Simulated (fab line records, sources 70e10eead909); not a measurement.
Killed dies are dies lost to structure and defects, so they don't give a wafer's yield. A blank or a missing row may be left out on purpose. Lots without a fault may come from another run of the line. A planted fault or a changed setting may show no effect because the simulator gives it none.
Which tool did it? | flow nand_harc | 12 lots, 36 wafers sampled, at 6 steps of a route of 1302

WHAT THE GAUGES READ, wafer by wafer
NHARC_P_GATE_INSPECT_68.
lot  | measured     | on                | raw_defect_count
L956 | day 7 05:59  | defect_inspect-02 | 158 174 167
L958 | day 7 15:58  | defect_inspect-01 | 158 133 168
L959 | day 8 08:09  | defect_inspect-01 | 1600 1548 1513
L960 | day 8 18:33  | defect_inspect-02 | 185 117 177
L961 | day 9 07:37  | defect_inspect-02 | 1573 1509 1511
L968 | day 11 22:28 | defect_inspect-01 | 278 157 203
L969 | day 12 17:35 | defect_inspect-01 | 133 164 153
L970 | day 12 21:07 | defect_inspect-02 | 190 133 134
L971 | day 13 05:43 | defect_inspect-01 | 114 161 112
L972 | day 13 19:02 | defect_inspect-01 | 240 213 291
L974 | day 15 00:10 | defect_inspect-01 | 93 197 219
L976 | day 15 10:17 | defect_inspect-01 | 276 142 187

NHARC_END_SORT_01.
lot  | measured     | on        | killed_at_array | killed_at_other | killed_at_periphery | killed_dies | killed_open | killed_short
L959 | day 27 00:12 | prober-01 | 63 77 72        | 0 1 1           | 76 86 83            | 139 164 156 | 5 5 2       | 1 1 3
L961 | day 27 15:47 | prober-01 | 54 57 48        | 3 1 3           | 83 93 78            | 140 151 129 | 6 1 2       | 2 2 2

WHICH TOOL RAN EACH LOT (tool, then ch and the chambers of the sampled wafers, then the start)
lot  | NHARC_P_GATE_STRIP_111               | NHARC_P_GATE_DESCUM_61             | NHARC_P_GATE_STRIP_76                | NHARC_P_GATE_RTA_80
L956 | plasma_asher-02 ch 0,1, day 7 00:12  | rie_diel-03 ch 2,3, day 7 01:23    | plasma_asher-02 ch 0,1, day 7 02:02  | rtp_anneal-01 ch 0, day 7 05:23
L958 | plasma_asher-02 ch 0,1, day 7 10:03  | rie_diel-11 ch 0,1,2, day 7 11:19  | plasma_asher-02 ch 0,1, day 7 11:56  | rtp_anneal-02 ch 0, day 7 15:18
L959 | plasma_asher-02 ch 0,1, day 8 01:41  | rie_diel-07 ch 1,2, day 8 03:01    | plasma_asher-02 ch 0,1, day 8 03:42  | rtp_anneal-02 ch 0, day 8 07:31
L960 | plasma_asher-01 ch 0,1, day 8 12:46  | rie_diel-11 ch 0,3, day 8 13:55    | plasma_asher-02 ch 0,1, day 8 14:34  | rtp_anneal-02 ch 0, day 8 17:57
L961 | plasma_asher-02 ch 0,1, day 9 01:44  | rie_diel-03 ch 2,3, day 9 03:01    | plasma_asher-02 ch 0,1, day 9 03:40  | rtp_anneal-01 ch 0, day 9 07:01
L968 | plasma_asher-01 ch 0,1, day 11 16:41 | rie_diel-07 ch 1,2, day 11 17:59   | plasma_asher-02 ch 0,1, day 11 18:38 | rtp_anneal-01 ch 0, day 11 21:52
L969 | plasma_asher-02 ch 0,1, day 12 11:25 | rie_diel-11 ch 0,2,3, day 12 12:46 | plasma_asher-01 ch 0,1, day 12 13:23 | rtp_anneal-02 ch 0, day 12 16:58
L970 | plasma_asher-01 ch 0,1, day 12 15:07 | rie_diel-11 ch 0,2, day 12 16:31   | plasma_asher-02 ch 1, day 12 17:08   | rtp_anneal-01 ch 0, day 12 20:27
L971 | plasma_asher-02 ch 0,1, day 12 23:56 | rie_diel-11 ch 2,3, day 13 01:07   | plasma_asher-01 ch 0,1, day 13 01:46 | rtp_anneal-02 ch 0, day 13 05:07
L972 | plasma_asher-02 ch 0,1, day 13 13:02 | rie_diel-03 ch 0,1,2, day 13 14:19 | plasma_asher-02 ch 0,1, day 13 14:57 | rtp_anneal-01 ch 0, day 13 18:25
L974 | plasma_asher-02 ch 0,1, day 14 17:42 | rie_diel-11 ch 0,2,3, day 14 19:06 | plasma_asher-02 ch 0,1, day 14 19:43 | rtp_anneal-01 ch 0, day 14 23:31
L976 | plasma_asher-01 ch 0,1, day 15 04:28 | rie_diel-03 ch 0,1,3, day 15 05:47 | plasma_asher-02 ch 0,1, day 15 06:26 | rtp_anneal-01 ch 0, day 15 09:37
- NHARC_P_GATE_STRIP_111: strips in N2/H2, time 250 s.
- NHARC_P_GATE_DESCUM_61: chemistry O2, time 3 s.
- NHARC_P_GATE_STRIP_76: strips in O2.
- NHARC_P_GATE_RTA_80: time 30 s.

WHAT THE TOOLS THEMSELVES READ (means of the sampled wafers that have a number; where no wafer has one, the mark that the record gives instead)
NHARC_P_GATE_STRIP_111.
lot  | tool            | drypump_motor_current_A (A) | heater_power_w (W)
L956 | plasma_asher-02 | 6.3                         | 82.9
L958 | plasma_asher-02 | 6.2                         | 81.1
L959 | plasma_asher-02 | 6.3                         | 83.2
L960 | plasma_asher-01 | 5.5                         | 84.5
L961 | plasma_asher-02 | 6.2                         | 80.6
L968 | plasma_asher-01 | 5.5                         | 83.3
L969 | plasma_asher-02 | 6.3                         | 84.6
L970 | plasma_asher-01 | 5.4                         | 83.6
L971 | plasma_asher-02 | 6.3                         | 84.8
L972 | plasma_asher-02 | 6.3                         | 85.0
L974 | plasma_asher-02 | 6.2                         | 83.0
L976 | plasma_asher-01 | 5.5                         | 83.5

NHARC_P_GATE_DESCUM_61.
lot  | tool        | drypump_motor_current_A (A) | o2_flow_sccm (sccm) | oes_product_au (a.u.) | rf_vpp_V (V) | showerhead_plenum_p_Torr (Torr) | throttle_valve_pct (%)
L956 | rie_diel-03 | 5.8                         | 199.8               | 0.994                 | 57.7         | 1.98                            | 11.306
L958 | rie_diel-11 | 6.0                         | 199.4               | 1.022                 | 57.6         | 1.94                            | 11.315
L959 | rie_diel-07 | 6.4                         | 200.1               | 1.008                 | 58.2         | 1.94                            | 11.314
L960 | rie_diel-11 | 5.4                         | 200.3               | 1.005                 | 58.0         | 1.96                            | 11.304
L961 | rie_diel-03 | 5.8                         | 200.0               | 1.008                 | 57.9         | 1.98                            | 11.317
L968 | rie_diel-07 | 6.4                         | 200.6               | 1.000                 | 58.3         | 1.90                            | 11.315
L969 | rie_diel-11 | 5.7                         | 200.3               | 1.012                 | 57.6         | 2.01                            | 11.307
L970 | rie_diel-11 | 6.0                         | 200.1               | 1.012                 | 58.3         | 2.00                            | 11.324
L971 | rie_diel-11 | 5.8                         | 200.3               | 1.007                 | 58.3         | 2.06                            | 11.312
L972 | rie_diel-03 | 5.8                         | 200.3               | 1.006                 | 57.7         | 1.92                            | 11.313
L974 | rie_diel-11 | 5.7                         | 199.7               | 1.006                 | 57.3         | 2.00                            | 11.309
L976 | rie_diel-03 | 5.8                         | 200.4               | 1.011                 | 57.4         | 1.93                            | 11.308

NHARC_P_GATE_STRIP_76.
lot  | tool            | drypump_motor_current_A (A) | heater_power_w (W)
L956 | plasma_asher-02 | 6.2                         | 299
L958 | plasma_asher-02 | 6.3                         | 312
L959 | plasma_asher-02 | 6.3                         | 312
L960 | plasma_asher-02 | 6.3                         | 308
L961 | plasma_asher-02 | 6.2                         | 299
L968 | plasma_asher-02 | 6.2                         | 306
L969 | plasma_asher-01 | 5.4                         | 314
L970 | plasma_asher-02 | 6.5                         | 324
L971 | plasma_asher-01 | 5.5                         | 314
L972 | plasma_asher-02 | 6.2                         | 306
L974 | plasma_asher-02 | 6.3                         | 316
L976 | plasma_asher-02 | 6.3                         | 318

NHARC_P_GATE_RTA_80.
lot  | tool          | wafer_temp_C_max
L956 | rtp_anneal-01 | 301.8
L958 | rtp_anneal-02 | 300.9
L959 | rtp_anneal-02 | 301.5
L960 | rtp_anneal-02 | 301.1
L961 | rtp_anneal-01 | 301.2
L968 | rtp_anneal-01 | 301.5
L969 | rtp_anneal-02 | 301.4
L970 | rtp_anneal-01 | 301.5
L971 | rtp_anneal-02 | 301.2
L972 | rtp_anneal-01 | 301.2
L974 | rtp_anneal-01 | 300.9
L976 | rtp_anneal-01 | 301.3

THE ANSWER, worked out from the rows above alone
Rule: what is usual is taken from the lots themselves. Put in order of their means at a reading, lots are off if they are a third of the lots or fewer, leave a main group of 4 or more, and stand apart from it by a gap of 3 or more times the standard deviation of the main group's means; of several such gaps the widest counts. A main group whose means are all the same, to the digits that the tables above print for the reading, isn't used. A lot without any number at a reading at which 4 lots or more have one is off too. The other lots that the step has rows for count as sound. The gauges are gone through in route order, then the tools' own readings, and for those a lot's mean is taken as printed above. The first step at which some lot is off is used, and at that step the reading that is off furthest; a lot without a number counts as furthest.
Off: L959, L961, at NHARC_P_GATE_INSPECT_68 (raw_defect_count). The main group: mean 174, standard deviation 34.
A tool fits if, at a process step before that reading, it ran every lot that is off, and no sound lot after the first of them. The gauges at NHARC_P_GATE_INSPECT_68 are tried like those tools. None of those tried fits.

WHAT THE SIMULATOR HAD PUT IN
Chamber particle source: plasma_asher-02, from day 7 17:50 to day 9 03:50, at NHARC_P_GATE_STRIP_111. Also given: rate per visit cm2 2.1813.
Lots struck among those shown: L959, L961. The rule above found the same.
